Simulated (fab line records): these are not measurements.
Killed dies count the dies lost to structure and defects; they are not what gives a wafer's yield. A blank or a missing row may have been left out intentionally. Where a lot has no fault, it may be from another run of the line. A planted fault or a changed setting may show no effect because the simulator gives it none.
A lot that was struck, set against a sound lot || flow n5 finfet || 37 out of 1938 route steps
Sound: the wafers L940.1, L940.3, L940.4. Wafers struck: L953.4, L953.5, L953.6. Last of all comes the cause.
Order at every step that has rows: each side's tool, ch and its chambers, its first start. Under that, the readings that differ: sound wafers || struck wafers || difference of the means || sigmas: that difference in standard deviations of wafers without a fault.
alike: readings whose means differ by less than 2 such deviations, and words and numbers that are the same on both sides. not compared: withheld readings, readings that some wafer has no value for, bounds like >300 that may hide the same value, and numbers for which the record gives no deviation and whose values overlap.
A row with sigmas, a row that says differs or no value, or rows on one side alone: a step with any of these is where the two part. Numbers that have no deviation but don't overlap get no sigmas and don't part them. A reading that every wafer of one side lacks parts them only if that side has two wafers or more.

first, 9 steps without rows for these wafers: N5_BEOL_M4_ANNEAL_95 (time 240 s); N5_BEOL_M4_SPUTTER_96 (material Cu, target thk 4.5 nm, time 8.29 s); N5_BEOL_M4_ECD_50 (material Cu, target thk 300 nm); N5_BEOL_M4_ANNEAL_51 (time 90 s); N5_BEOL_M4_CMP_52 (polishes, stops on SiOC, t overpolish 6.8 s, target thk 40 nm); N5_BEOL_M4_PRE_CLEAN_60 (time 15 s); N5_BEOL_M4_CO_CAP_55 (material Co, precursor CCTBA/H2, target thk 2 nm, time 102.1 s); N5_BEOL_M4_PRE_CLEAN_56 (time 15 s); N5_BEOL_M4_DEP_57 (deposits SiCN from 3MS/NH3, target thk 8 nm, time 14 s).
N5_BEOL_M4_RC_MEAS_101:
  sound on prober-02 ch 0, day 8 09:13; struck on prober-01 ch 0, day 11 04:22
{"reading": "DIBL_P (mV/V)", "sound": "41.8 41.1 34.9", "struck": "30.8 35.7 30.3", "difference": -7.0, "sigmas": -3}
{"reading": "SS_N (mV/dec)", "sound": "72.8 72.7 71.6", "struck": "70.8 71.6 70.1", "difference": -1.5, "sigmas": -2}
  alike: DIBL_N, IOFF_N, IOFF_P, ION_N, ION_P, SS_P, VT_N, VT_P
then, 24 steps without rows for these wafers: N5_BEOL_M5_ILD_DEP_00 (deposits SiCOH lowk from DEMS/porogen, target thk 140.64 nm, time 25.9 s); N5_BEOL_M5_CURE_79 (cures SiCOH lowk, time 240 s); N5_BEOL_M5_PECVD_70 (deposits SiO2 from TEOS/O2, target thk 16 nm, time 18 s); N5_BEOL_M5_HM_DEP_02 (deposits TiN, target thk 20 nm); N5_BEOL_M5_COAT_59 (time 60 s, resist thk 60 nm); N5_BEOL_M5_COAT_60 (time 60 s, resist thk 12 nm); N5_BEOL_M5_COAT_71 (time 60 s, resist thk 5 nm); N5_BEOL_M5_COAT_05 (resist thk 30 nm); N5_BEOL_M5_EBR_07; N5_BEOL_M5_SOFTBAKE_06 (time 60 s); N5_BEOL_M5_EXPOSE_08 (exposes mask M5, target cd 28 nm); N5_BEOL_M5_PEB_09 (peb time 60 s); N5_BEOL_M5_DEVELOP_10 (develop time 30 s); N5_BEOL_M5_DESCUM_16 (chemistry O2, time 7 s); N5_BEOL_M5_ETCH_72 (etches underlayer in N2/H2, target depth 6.5 nm, time 5.2 s); N5_BEOL_M5_ETCH_61 (etches SiARC in CF4, target depth 15.6 nm, time 26 s); N5_BEOL_M5_ETCH_62 (etches SOC in N2/H2, target depth 75 nm, overetch 15 nm, time 112.5 s); N5_BEOL_M5_STRIP_63 (strips in N2/H2); N5_BEOL_M5_STRIP_73 (strips in N2/H2); N5_BEOL_M5_STRIP_64 (strips in CF4); N5_BEOL_M5_HM_OPEN_17 (chemistry Cl2/BCl3, target TiN, target depth 20 nm, overetch 6 nm); N5_BEOL_M5_STRIP_19 (strips in O2); N5_BEOL_M5_COAT_65 (time 60 s, resist thk 60 nm); N5_BEOL_M5_COAT_66 (time 60 s, resist thk 12 nm).
-- here the record skips 3 days between the struck wafers' starts before and after, leaving off in module BEOL_M5 and picking up in module BEOL_M12 (first step shown: number 1609 of the route) --
N5_BEOL_M12_PEB_08: peb time 90 s.
  sound on litho track-01 ch 0, day 10 18:47; struck on litho track-01 ch 0, day 13 17:23
{"reading": "heater power total W (W)", "sound": "173.8 171.0 171.9", "struck": "163.6 165.0 164.1", "difference": -8.0, "sigmas": -10}
{"reading": "plate temp C (C)", "sound": "130.18 130.12 130.20", "struck": "125.34 125.45 125.42", "difference": -4.76, "sigmas": -34}
N5_BEOL_M12_CD_MEAS_10: the cd target is 140 nm.
  sound on cd sem-03 ch 0, day 10 18:54; struck on cd sem-01 ch 0, day 13 17:31
{"reading": "cd nm (nm)", "sound": "141.1 139.5 144.4", "struck": "123.2 120.8 121.0", "difference": -20.0, "sigmas": -8}
N5_PASSIVATION_PROBE_49:
  sound on prober-02, day 12 13:09; struck on prober-02, day 15 11:33
{"reading": "defect limited yield (%)", "sound": "89.1 88.9 91.8", "struck": "86.4 83.1 84.6", "difference": -5.2, "sigmas": -3}
{"reading": "killed_at_M4_up", "sound": "8 13 12", "struck": "50 62 54", "difference": "+44", "sigmas": "+9"}
{"reading": "killed dies", "sound": "129 131 97", "struck": "160 199 182", "difference": "+61", "sigmas": "+3"}
{"reading": "killed on rim", "sound": "18 14 22", "struck": "28 24 31", "difference": "+10", "sigmas": "+2"}
{"reading": "sort_bin_5_function (%)", "sound": "6.3 7.3 5.0", "struck": "8.6 11.9 9.7", "difference": "+3.9", "sigmas": "+4"}
{"reading": "sort n pass", "sound": "1051 1049 1083", "struck": "1020 981 998", "difference": -61, "sigmas": -3}
{"reading": "sort yield pct (%)", "sound": "89.1 88.9 91.8", "struck": "86.4 83.1 84.6", "difference": -5.2, "sigmas": -3}
  alike: killed_at_M0_to_M3, killed at contacts, killed at front end, killed at other, killed open, killed short, sort_bin_6_memory, sort_bin_8_speed

## WHERE THEY PART
First at N5_BEOL_M4_RC_MEAS_101; last, within this record, at N5_PASSIVATION_PROBE_49.

WHY: whatever the simulator had introduced
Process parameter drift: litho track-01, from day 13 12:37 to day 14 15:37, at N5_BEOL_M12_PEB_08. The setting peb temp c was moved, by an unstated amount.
